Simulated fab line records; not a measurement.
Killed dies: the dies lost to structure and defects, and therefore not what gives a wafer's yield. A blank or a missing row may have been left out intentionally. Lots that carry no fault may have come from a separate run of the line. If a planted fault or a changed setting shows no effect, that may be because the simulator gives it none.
A lot that was struck, set against a sound lot -- flow n5 finfet -- 41 steps out of a route of 1938
Sound: these wafers, L330.1, L330.2, L330.5. Struck: wafer L327.5. (L327.2, L327.3 of the same lot were not struck and are left out.) The cause comes at the end.
Each step with rows lists, per side, the tool, then ch with its chambers, then its first start. Under that, the readings that differ: sound wafers -- struck wafers -- difference of the means -- sigmas: that difference in standard deviations of wafers without a fault.
alike: readings with means less than 2 such deviations apart, plus words and numbers identical on both sides. not compared: withheld readings, readings lacking a value on some wafer, bounds such as >300 that could conceal the same value, and numbers that have no deviation in the record and whose values overlap.
The two part at a step that has a row with sigmas, a row that says differs or no value, or rows on one side only. Numbers that have no deviation but don't overlap get no sigmas and don't part them. A reading that every wafer of one side lacks parts them only if that side has two wafers or more.

first, 11 steps without rows for these wafers: N5_BEOL_M0_SAQP_MANDREL1_REMOVE_100 (chemistry HBr/Cl2/O2, target a-Si, stops on SiNx, bt time 10 s); N5_BEOL_M0_SAQP_ETCH_101 (etches SiNx in CH3F/O2, target depth 29.9 nm, time 42.7 s); N5_BEOL_M0_SAQP_ETCH_102 (etches SiO2 in CF4, target depth 4 nm, time 4.4 s); N5_BEOL_M0_SAQP_MANDREL_ETCH_103 (etches a-Si in HBr/Cl2, stops on SiCN, target depth 45 nm, bt time 10 s, time 27 s); N5_BEOL_M0_SAQP_RECESS_104 (chemistry HF/NH3, target SiO2, target depth 18 nm, afs cycles 3, sublimation time 60 s); N5_BEOL_M0_SAQP_COAT_105 (time 60 s, resist thk 100 nm); N5_BEOL_M0_SAQP_ETCH_106 (etches SOC in N2/H2, stops on SiNx, target depth 150 nm); N5_BEOL_M0_SAQP_ETCH_107 (etches SiNx in CH3F/O2, target depth 30 nm); N5_BEOL_M0_SAQP_STRIP_108 (strips in N2/H2); N5_BEOL_M0_SAQP_RECESS_109 (chemistry HF/NH3, target SiO2, target depth 3 nm, afs cycles 1, sublimation time 60 s); N5_BEOL_M0_SAQP_SPACER2_ALD_26 (deposits SiO2, target thk 15 nm, pulse time 1 s, purge time 2 s).
N5_BEOL_M0_SAQP_SPACER2_ETCHBACK_27: etches SiO2 in CHF3/O2, target depth 22.5 nm, time 11.25 s.
  sound on rie diel-03 ch 1,2,3, day 11 08:46; struck on rie diel-02 ch 1, day 10 16:29
  alike: chamber pressure mTorr, drypump motor current A, oes product au, rf vpp V, showerhead plenum p Torr, throttle valve pct
  not compared: rf hours counter h
then, 10 steps without rows for these wafers: N5_BEOL_M0_SAQP_MANDREL2_REMOVE_110 (chemistry HBr/Cl2/O2, target a-Si, stops on SiCN, bt time 10 s); N5_BEOL_M0_SAQP_COAT_69 (time 60 s, resist thk 90 nm); N5_BEOL_M0_SAQP_COAT_72 (time 60 s, resist thk 15 nm); N5_BEOL_M0_SAQP_COAT_87 (time 60 s, resist thk 5 nm); N5_BEOL_M0_SAQP_COAT_34 (resist thk 30 nm); N5_BEOL_M0_SAQP_EBR_36; N5_BEOL_M0_SAQP_SOFTBAKE_35 (time 60 s); N5_BEOL_M0_SAQP_EXPOSE_37 (exposes mask M0 CUT1, target cd 30 nm); N5_BEOL_M0_SAQP_PEB_38 (peb time 60 s); N5_BEOL_M0_SAQP_DEVELOP_39 (develop time 30 s).
N5_BEOL_M0_SAQP_INSPECT_42: inspects for defects (brightfield).
  sound: defect inspect-02 at day 11 09:29; struck: defect inspect-01 at day 10 17:05
reading,sound,struck,difference,sigmas
raw defect count,238 268 278,673,+412,+6
then, 15 steps without rows for these wafers: N5_BEOL_M0_SAQP_DESCUM_45 (chemistry O2, time 7 s); N5_BEOL_M0_SAQP_ETCH_88 (etches underlayer in N2/H2, target depth 6.5 nm, time 5.2 s); N5_BEOL_M0_SAQP_ETCH_73 (etches SiARC in CF4, target depth 19.5 nm, time 32.5 s); N5_BEOL_M0_SAQP_CUT_ETCH_46 (etches SOC in N2/H2, target depth 135 nm, overetch 27 nm, time 202.5 s); N5_BEOL_M0_SAQP_STRIP_74 (strips in N2/H2); N5_BEOL_M0_SAQP_STRIP_89 (strips in N2/H2); N5_BEOL_M0_SAQP_ALD_48 (deposits SiO2, target thk 20 nm, pulse time 1 s, co reactant pulse time 1 s); N5_BEOL_M0_SAQP_ETCH_49 (etches SiO2 in CF4/O2, target depth 37 nm); N5_BEOL_M0_SAQP_STRIP_75 (strips in CF4); N5_BEOL_M0_CUTY_COAT_50 (time 60 s, resist thk 15 nm); N5_BEOL_M0_CUTY_COAT_51 (resist thk 150 nm); N5_BEOL_M0_CUTY_EBR_52; N5_BEOL_M0_CUTY_SOFTBAKE_53 (time 60 s); N5_BEOL_M0_CUTY_EXPOSE_54 (exposes mask M0 ABLK); N5_BEOL_M0_CUTY_PEB_55 (peb time 60 s).
N5_BEOL_M0_CUTY_INSPECT_59: inspects for defects (macro).
  sound: defect inspect-02 at day 11 11:15; struck: defect inspect-02 at day 10 18:57
reading,sound,struck,difference,sigmas
raw defect count,2 2 4,>300,differs,
-- here the record skips 3 days between the struck wafers' starts before and after, leaving off in module BEOL_M0_CUTY and picking up in module BEOL_M4 (first step shown: number 1111 of the route) --
N5_BEOL_M4_RC_MEAS_101:
  sound on prober-02 ch 0, day 14 01:35; struck on prober-01 ch 0, day 13 07:58
reading,sound,struck,difference,sigmas
SS_N (mV/dec),70.9 71.2 70.8,69.5,-1.5,-2
  alike: DIBL_N, DIBL_P, IOFF_N, IOFF_P, ION_N, ION_P, SS_P, VT_N, VT_P
-- a jump in the record: the struck wafers' starts before and after are 4 days apart (it breaks off in module BEOL_M4 and resumes in module PASSIVATION, where the first step shown is number 1936 of the route) --
N5_PASSIVATION_PROBE_49:
  only the struck wafers here have rows in the record (prober-01, day 17 05:58); the sound ones have none

WHERE THEY PART
First at N5_BEOL_M0_SAQP_INSPECT_42; last, within this record, at N5_PASSIVATION_PROBE_49.

WHY: what had been put in by the simulator
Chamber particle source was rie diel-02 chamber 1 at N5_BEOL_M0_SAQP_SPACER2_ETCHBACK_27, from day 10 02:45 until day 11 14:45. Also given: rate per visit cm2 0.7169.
